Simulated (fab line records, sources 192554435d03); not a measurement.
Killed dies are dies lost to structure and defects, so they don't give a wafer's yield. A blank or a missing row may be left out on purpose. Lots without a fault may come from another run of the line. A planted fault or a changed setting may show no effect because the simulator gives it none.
Which tool did it? | flow n5_finfet | 9 lots, 27 wafers sampled, at 2 steps of a route of 1938

WHAT THE GAUGES READ, wafer by wafer
N5_BEOL_M4_RC_MEAS_101.
lot  | measured     | on        | DIBL_N (mV/V)
L194 | day 8 08:29  | prober-01 | 35.7 36.7 35.8
L196 | day 8 18:28  | prober-01 | 37.2 38.2 34.9
L202 | day 10 08:18 | prober-02 | 37.3 36.9 38.4
L203 | day 10 14:41 | prober-02 | 35.1 34.4 33.7
L208 | day 11 13:08 | prober-02 | 36.7 37.1 37.5
L210 | day 12 04:40 | prober-01 | 37.4 37.3 37.6
L211 | day 12 13:58 | prober-02 | 36.0 34.9 35.9
L212 | day 12 16:26 | prober-01 | 36.9 37.9 37.3
L213 | day 12 20:07 | prober-01 | 36.3 37.1 36.7

WHICH TOOL RAN EACH LOT (tool, then ch and the chambers of the sampled wafers, then the start)
lot  | N5_BEOL_M1_EXPOSE_08
L194 | euv_scanner-02 ch 0, day 6 06:22
L196 | euv_scanner-01 ch 0, day 6 20:10
L202 | euv_scanner-01 ch 0, day 8 09:56
L203 | euv_scanner-01 ch 0, day 8 14:49
L208 | euv_scanner-02 ch 0, day 9 18:17
L210 | euv_scanner-02 ch 0, day 10 03:40
L211 | euv_scanner-02 ch 0, day 10 16:55
L212 | euv_scanner-02 ch 0, day 10 19:56
L213 | euv_scanner-02 ch 0, day 11 00:19
- N5_BEOL_M1_EXPOSE_08: exposes mask M1.

THE ANSWER, worked out from the rows above alone
Rule: what is usual is taken from the lots themselves. Put in order of their means at a reading, lots are off if they are a third of the lots or fewer, leave a main group of 4 or more, and stand apart from it by a gap of 3 or more times the standard deviation of the main group's means; of several such gaps the widest counts. A main group whose means are all the same, to the digits that the tables above print for the reading, isn't used. A lot without any number at a reading at which 4 lots or more have one is off too. The other lots that the step has rows for count as sound.
No lot is off at any reading shown: from this, nothing can be told.

WHAT THE SIMULATOR HAD PUT IN
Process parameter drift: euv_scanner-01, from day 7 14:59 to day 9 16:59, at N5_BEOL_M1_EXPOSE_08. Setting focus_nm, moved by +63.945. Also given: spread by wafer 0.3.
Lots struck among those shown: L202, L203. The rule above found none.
